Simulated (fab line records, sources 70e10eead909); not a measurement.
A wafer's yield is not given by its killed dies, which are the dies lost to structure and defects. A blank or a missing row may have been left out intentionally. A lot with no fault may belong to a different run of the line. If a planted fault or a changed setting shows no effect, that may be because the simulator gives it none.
Chamber matching | flow nandHarc | 4 sister chambers for NHARC_P_GATE_ETCH_104 on rieDiel-01
The step etches the open film in CF4/CHF3, target depth 60 nm. 14 wafers are shown with their chamber, then 7 later ones without.

WAFERS WITH THEIR CHAMBER
wafer  | chamber | drypumpMotorCurrentA (A) | showerheadPlenumPTorr (Torr) | rfVppV (V)
L678.1 | 2       | 5.3                      | 1.50                         | 367.9
L678.5 | 1       | 5.1                      | 1.53                         | 369.1
L678.6 | 2       | 5.3                      | 1.50                         | 369.4
L682.1 | 1       | 5.1                      | 1.53                         | 369.9
L682.4 | 0       | 4.8                      | 1.65                         | 373.8
L682.6 | 3       | 5.9                      | 1.49                         | 367.4
L692.1 | 2       | 5.3                      | 1.49                         | 367.8
L692.5 | 1       | 5.1                      | 1.52                         | 368.0
L692.6 | 0       | 4.8                      | 1.65                         | 373.1
L691.2 | 1       | 5.1                      | 1.52                         | 368.2
L691.5 | 1       | 5.1                      | 1.52                         | 367.5
L691.6 | 2       | 5.4                      | 1.49                         | 369.6
L693.2 | 1       | 5.1                      | 1.52                         | 369.6
L693.3 | 0       | 4.8                      | 1.65                         | 372.0

SIGNATURES (means of the wafers above)
reading               | chamber 0 | chamber 1 | chamber 2 | chamber 3 | scatter within a chamber
drypumpMotorCurrentA  | 4.800     | 5.100     | 5.325     | 5.900     | 0.0274
showerheadPlenumPTorr | 1.6500    | 1.5233    | 1.4950    | 1.4900    | 0.00483
rfVppV                | 372.967   | 368.717   | 368.675   | 367.400   | 0.948
Rule: for a wafer and a chamber, the distance is found by dividing, reading by reading, the gap between the wafer's reading and the chamber's mean by the reading's scatter, squaring, summing and taking the root. If the next closest chamber is less than 2 further off than the closest, the wafer can't be placed; otherwise it belongs to the closest. The scatter: the root of (the sum of the squares of (reading less its chamber's mean) over the shown wafers, divided by (wafers less chambers)).

WAFERS WITHOUT THEIR CHAMBER
wafer  | drypumpMotorCurrentA (A) | showerheadPlenumPTorr (Torr) | rfVppV (V)
L693.6 | 5.9                      | 1.49                         | 367.2
L695.3 | 4.8                      | 1.65                         | 373.1
L695.5 | 5.1                      | 1.52                         | 368.8
L695.6 | 5.3                      | 1.49                         | 367.1
L696.1 | 5.0                      | 1.52                         | 369.6
L696.2 | 4.8                      | 1.65                         | 372.9
L696.4 | 5.9                      | 1.49                         | 367.2

WHICH CHAMBER EACH ONE RAN IN
wafer  | from the rows above | in truth
L693.6 | 3                   | 3
L695.3 | 0                   | 0
L695.5 | 1                   | 1
L695.6 | 2                   | 2
L696.1 | 1                   | 1
L696.2 | 0                   | 0
L696.4 | 3                   | 3
7 of 7 placed correctly. From these rows, 0 cannot be placed. Wrongly placed: 0.
